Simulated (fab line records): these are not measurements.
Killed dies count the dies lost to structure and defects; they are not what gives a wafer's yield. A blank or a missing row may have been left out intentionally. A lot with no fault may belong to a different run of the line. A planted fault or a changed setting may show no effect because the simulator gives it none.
Chamber matching    flow n5Finfet    N5_BEOL_M15_STRIP_36 on rieDiel-03: 4 sister chambers
The step strips in O2. 20 wafers are shown with their chamber, then 10 later ones without.

WAFERS PAIRED WITH THEIR CHAMBERS
wafer   chamber  showerheadPlenumPTorr (Torr)  drypumpMotorCurrentA (A)  throttleValvePct (%)
L076.4  0        1.94                          5.7                       16.85
L076.5  3        1.99                          5.8                       17.04
L076.6  2        2.17                          5.2                       16.93
L079.4  0        1.94                          5.7                       16.87
L079.5  2        2.17                          5.2                       16.98
L079.6  3        1.99                          5.7                       17.08
L075.2  0        1.94                          5.7                       16.87
L075.5  2        2.17                          5.1                       16.93
L075.6  1        2.08                          5.6                       16.75
L081.2  3        1.99                          5.7                       17.08
L081.3  2        2.16                          5.2                       16.97
L081.5  1        2.08                          5.6                       16.75
L084.1  0        1.93                          5.7                       16.87
L084.5  2        2.16                          5.2                       16.97
L084.6  3        1.98                          5.7                       17.10
L083.2  0        1.93                          5.7                       16.92
L083.3  1        2.07                          5.6                       16.83
L083.6  1        2.08                          5.6                       16.78
L086.2  1        2.07                          5.7                       16.80
L086.3  2        2.16                          5.2                       16.94

SIGNATURES, as means of the wafers listed above
reading                chamber 0  chamber 1  chamber 2  chamber 3  scatter within a chamber
showerheadPlenumPTorr  1.9360     2.0760     2.1650     1.9875     0.00539
drypumpMotorCurrentA   5.700      5.620      5.183      5.725      0.0386
throttleValvePct       16.8760    16.7820    16.9533    17.0750    0.0272
Rule: for a wafer and a chamber, the distance is found by dividing, reading by reading, the gap between the wafer's reading and the chamber's mean by the reading's scatter, squaring, summing and taking the root. The wafer belongs to the nearest chamber; if the next one is less than 2 further off, it can't be placed. The scatter: the root of (the sum of the squares of (reading less its chamber's mean) over the shown wafers, divided by (wafers less chambers)).

WAFERS WITHOUT THEIR CHAMBER
wafer   showerheadPlenumPTorr (Torr)  drypumpMotorCurrentA (A)  throttleValvePct (%)
L086.5  1.93                          5.7                       16.90
L087.3  2.16                          5.2                       17.02
L087.5  1.93                          5.7                       16.93
L087.6  1.98                          5.7                       17.14
L093.1  1.92                          5.7                       16.95
L093.3  2.15                          5.2                       16.99
L093.6  1.93                          5.7                       16.92
L097.1  2.07                          5.6                       16.33
L097.2  1.97                          5.7                       17.13
L097.5  1.92                          5.7                       16.97

WHICH CHAMBER EACH WENT THROUGH
wafer   from the rows above  in truth
L086.5  0                    0
L087.3  2                    2
L087.5  0                    0
L087.6  3                    3
L093.1  0                    0
L093.3  2                    2
L093.6  0                    0
L097.1  1                    1
L097.2  3                    3
L097.5  0                    0
Placed correctly: 10 of 10. Can't be placed from these rows: 0. 0 placed wrongly.
